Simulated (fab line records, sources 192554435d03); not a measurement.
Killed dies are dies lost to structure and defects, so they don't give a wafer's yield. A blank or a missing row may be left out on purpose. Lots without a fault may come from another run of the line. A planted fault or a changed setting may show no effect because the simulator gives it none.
Which tool did it? | flow n5_finfet | 10 lots, 29 wafers sampled, at 1 step of a route of 1938

WHAT THE GAUGES READ, wafer by wafer
N5_BEOL_M4_RC_MEAS_101.
lot  | measured     | on        | DIBL_N (mV/V)
L755 | day 9 10:38  | prober-02 | 37.8 42.0 34.8
L754 | day 9 11:10  | prober-01 | 39.2 37.5 33.2
L758 | day 9 15:41  | prober-02 | 36.5 34.4 33.4
L757 | day 9 21:14  | prober-02 | 35.1 36.8 35.6
L756 | day 10 02:23 | prober-02 | 37.3 33.2 34.2
L761 | day 10 21:10 | prober-01 | 35.9 37.0 38.1
L762 | day 10 22:46 | prober-01 | 36.2 36.9 35.3
L763 | day 11 09:17 | prober-02 | 36.3 37.3 36.5
L770 | day 13 03:19 | prober-01 | 38.8 35.6 38.5
L771 | day 13 05:17 | prober-02 | 36.8 35.7

WHICH TOOL RAN EACH LOT (tool, then ch and the chambers of the sampled wafers, then the start)
The record holds no process step before these readings.

THE ANSWER, worked out from the rows above alone
Rule: what is usual is taken from the lots themselves. Put in order of their means at a reading, lots are off if they are a third of the lots or fewer, leave a main group of 4 or more, and stand apart from it by a gap of 3 or more times the standard deviation of the main group's means; of several such gaps the widest counts. A main group whose means are all the same, to the digits that the tables above print for the reading, isn't used. A lot without any number at a reading at which 4 lots or more have one is off too. The other lots that the step has rows for count as sound.
No lot is off at any reading shown: from this, nothing can be told.

WHAT THE SIMULATOR HAD PUT IN
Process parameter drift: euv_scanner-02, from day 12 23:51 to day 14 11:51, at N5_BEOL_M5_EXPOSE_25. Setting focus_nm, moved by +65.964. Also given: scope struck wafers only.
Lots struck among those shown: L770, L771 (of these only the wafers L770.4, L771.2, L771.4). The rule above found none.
